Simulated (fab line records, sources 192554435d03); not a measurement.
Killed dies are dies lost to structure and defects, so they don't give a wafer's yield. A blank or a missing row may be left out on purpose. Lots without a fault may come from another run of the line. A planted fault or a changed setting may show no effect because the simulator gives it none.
Which tool did it? | flow n5_finfet | 12 lots, 36 wafers sampled, at 4 steps of a route of 1938

WHAT THE GAUGES READ, wafer by wafer
N5_BEOL_M9_CD_MEAS_35: target cd 70 nm, target cd y 40 nm.
lot  | measured     | on        | cd_nm (nm)
L768 | day 9 17:33  | cd_sem-01 | 70.2 70.6 70.6
L769 | day 9 17:42  | cd_sem-01 | 70.5 70.6 70.7
L771 | day 9 22:36  | cd_sem-01 | 69.6 69.8 70.0
L773 | day 10 16:15 | cd_sem-03 | 70.6 70.2 70.7
L774 | day 10 17:46 | cd_sem-01 | 70.0 69.4 69.7
L779 | day 12 09:09 | cd_sem-03 | 70.4 70.6 70.5
L781 | day 12 17:11 | cd_sem-02 | 69.9 69.8 69.2
L783 | day 13 08:51 | cd_sem-03 | 70.0 69.3 68.5
L784 | day 13 09:05 | cd_sem-03 | 68.9 69.1 69.5
L786 | day 14 14:54 | cd_sem-02 | 69.8 70.6 70.5
L788 | day 14 19:02 | cd_sem-01 | 70.2 70.0 69.7
L791 | day 16 00:07 | cd_sem-01 | 69.5 70.1 70.0

N5_BEOL_M9_RS_MEAS_57: measures by four-point-probe.
lot  | measured     | on            | M9_RS (ohm/sq)
L768 | day 9 21:39  | film_metro-02 | 0.149 0.154 0.152
L769 | day 9 22:05  | film_metro-01 | 0.153 0.156 0.154
L771 | day 10 01:13 | film_metro-02 | 0.152 0.159 0.151
L773 | day 10 19:09 | film_metro-02 | 0.150 0.157 0.155
L774 | day 10 20:14 | film_metro-02 | 0.146 0.151 0.149
L779 | day 12 12:19 | film_metro-02 | 0.153 0.150 0.148
L781 | day 12 19:25 | film_metro-02 | 0.151 0.154 0.153
L783 | day 13 11:34 | film_metro-01 | 0.154 0.147 0.155
L784 | day 13 11:50 | film_metro-02 | 0.148 0.147 0.155
L786 | day 14 17:05 | film_metro-01 | 0.145 0.147 0.148
L788 | day 14 21:36 | film_metro-01 | 0.152 0.150 0.153
L791 | day 16 03:09 | film_metro-02 | 0.152 0.153 0.151

WHICH TOOL RAN EACH LOT (tool, then ch and the chambers of the sampled wafers, then the start)
lot  | N5_BEOL_M9_SPUTTER_48        | N5_BEOL_M9_DEP_56
L768 | pvd_sputter-03, day 9 20:26  | pecvd-02 ch 0,1, day 9 21:35
L769 | pvd_sputter-03, day 9 21:08  | pecvd-03 ch 0,1,2, day 9 22:01
L771 | pvd_sputter-03, day 9 23:59  | pecvd-02 ch 0,1,2, day 10 01:09
L773 | pvd_sputter-02, day 10 18:03 | pecvd-02 ch 0,2, day 10 19:04
L774 | pvd_sputter-02, day 10 18:58 | pecvd-02 ch 0,1,2, day 10 20:09
L779 | pvd_sputter-03, day 12 11:07 | pecvd-02 ch 0,2, day 12 12:14
L781 | pvd_sputter-02, day 12 18:18 | pecvd-03 ch 1,2, day 12 19:20
L783 | pvd_sputter-02, day 13 10:17 | pecvd-03 ch 0,1, day 13 11:29
L784 | pvd_sputter-02, day 13 10:26 | pecvd-02 ch 0,1,2, day 13 11:46
L786 | pvd_sputter-03, day 14 16:07 | pecvd-01 ch 0,1,2, day 14 17:02
L788 | pvd_sputter-01, day 14 20:14 | pecvd-02 ch 0,1, day 14 21:32
L791 | pvd_sputter-01, day 16 01:21 | pecvd-01 ch 0,1,2, day 16 03:05
- N5_BEOL_M9_SPUTTER_48: material Cu, target thk 12 nm, time 2 s.
- N5_BEOL_M9_DEP_56: deposits SiCN from 3MS/NH3, target thk 15 nm, time 26.5 s.

WHAT THE TOOLS THEMSELVES READ (means of the sampled wafers that have a number; where no wafer has one, the mark that the record gives instead)
N5_BEOL_M9_SPUTTER_48.
lot  | tool           | cathode_dc_power_W (W) | throttle_valve_pct (%)
L768 | pvd_sputter-03 | 25999                  | 30.8
L769 | pvd_sputter-03 | 26002                  | 30.3
L771 | pvd_sputter-03 | 26000                  | 30.2
L773 | pvd_sputter-02 | 26006                  | 30.9
L774 | pvd_sputter-02 | 26001                  | 30.8
L779 | pvd_sputter-03 | 25997                  | 30.7
L781 | pvd_sputter-02 | 20579                  | 30.8
L783 | pvd_sputter-02 | 20576                  | 30.8
L784 | pvd_sputter-02 | 20575                  | 30.8
L786 | pvd_sputter-03 | 26002                  | 29.7
L788 | pvd_sputter-01 | 26001                  | 30.6
L791 | pvd_sputter-01 | 25999                  | 31.5

N5_BEOL_M9_DEP_56.
lot  | tool     | showerhead_plenum_p_Torr (Torr) | throttle_valve_pct (%)
L768 | pecvd-02 | 3.680                           | 8.8
L769 | pecvd-03 | 3.677                           | 9.3
L771 | pecvd-02 | 3.668                           | 9.0
L773 | pecvd-02 | 3.667                           | 9.1
L774 | pecvd-02 | 3.677                           | 8.8
L779 | pecvd-02 | 3.669                           | 9.2
L781 | pecvd-03 | 3.676                           | 9.0
L783 | pecvd-03 | 3.677                           | 9.9
L784 | pecvd-02 | 3.676                           | 8.9
L786 | pecvd-01 | 3.659                           | 9.0
L788 | pecvd-02 | 3.680                           | 9.1
L791 | pecvd-01 | 3.659                           | 9.1

THE ANSWER, worked out from the rows above alone
Rule: what is usual is taken from the lots themselves. Put in order of their means at a reading, lots are off if they are a third of the lots or fewer, leave a main group of 4 or more, and stand apart from it by a gap of 3 or more times the standard deviation of the main group's means; of several such gaps the widest counts. A main group whose means are all the same, to the digits that the tables above print for the reading, isn't used. A lot without any number at a reading at which 4 lots or more have one is off too. The other lots that the step has rows for count as sound. The gauges are gone through in route order, then the tools' own readings, and for those a lot's mean is taken as printed above. The first step at which some lot is off is used, and at that step the reading that is off furthest; a lot without a number counts as furthest.
Off: L781, L783, L784, at N5_BEOL_M9_SPUTTER_48 (cathode_dc_power_W). The main group: mean 26001 W, standard deviation 2.4.
A tool fits if, at that step or a process step before it, it ran every lot that is off, and no sound lot after the first of them. One fits: pvd_sputter-02 at N5_BEOL_M9_SPUTTER_48. Its last sound lot is L774 (day 10 18:58), its first lot that is off L781 (day 12 18:18): a fault that began between those two fits.
The tool's own readings at N5_BEOL_M9_SPUTTER_48 bear it out: on the lots that are off they differ by more than 5 times the standard deviation of the sound lots' means. cathode_dc_power_W reads 20577 W there against 26001 W on the sound lots.

WHAT THE SIMULATOR HAD PUT IN
Process parameter drift: pvd_sputter-02, from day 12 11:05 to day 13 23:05, at N5_BEOL_M9_SPUTTER_48. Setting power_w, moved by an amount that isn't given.
Lots struck among those shown: L781, L783, L784. The rule above found the same.
